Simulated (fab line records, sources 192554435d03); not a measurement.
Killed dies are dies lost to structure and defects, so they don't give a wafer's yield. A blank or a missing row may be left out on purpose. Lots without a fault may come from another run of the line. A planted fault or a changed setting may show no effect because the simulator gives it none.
Chamber matching | flow n5_finfet | N5_BEOL_M4_PECVD_72 on pecvd-02: 3 sister chambers
The step deposits SiO2 from TEOS/O2, target thk 16 nm, time 18 s. 3 wafers are shown with their chamber, then 7 later ones without.

WAFERS WITH THEIR CHAMBER
wafer  | chamber | showerhead_plenum_p_Torr (Torr)
L082.4 | 0       | 8.84
L091.1 | 2       | 8.79
L091.2 | 1       | 8.76

WAFERS WITHOUT THEIR CHAMBER
wafer  | showerhead_plenum_p_Torr (Torr)
L091.3 | 8.85
L096.1 | 8.83
L096.2 | 8.77
L096.4 | 8.86
L097.2 | 8.79
L097.3 | 8.77
L097.5 | 8.88

WHICH CHAMBER EACH WENT THROUGH
wafer  | from the rows above     | in truth
L091.3 | 0                       | 0
L096.1 | can't be placed: 0 or 2 | 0
L096.2 | can't be placed: 1 or 2 | 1
L096.4 | 0                       | 0
L097.2 | can't be placed: 2 or 1 | 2
L097.3 | can't be placed: 1 or 2 | 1
L097.5 | 0                       | 0
Placed correctly: 3 of 7. Can't be placed from these rows: 4 (the true chamber is among the candidates in 4). Placed wrongly: 0.
How it was worked out, from the rows above alone: a wafer's distance from a chamber is the root of the sum, over the readings, of the square of ((its reading less the chamber's mean) divided by the reading's scatter). The wafer belongs to the nearest chamber; if the next one is less than 2 further off, it can't be placed. A chamber's mean is the mean of its shown wafers. The scatter: with one shown wafer a chamber, the root of the mean of the squares of how far each hidden wafer lies from its nearest shown one.
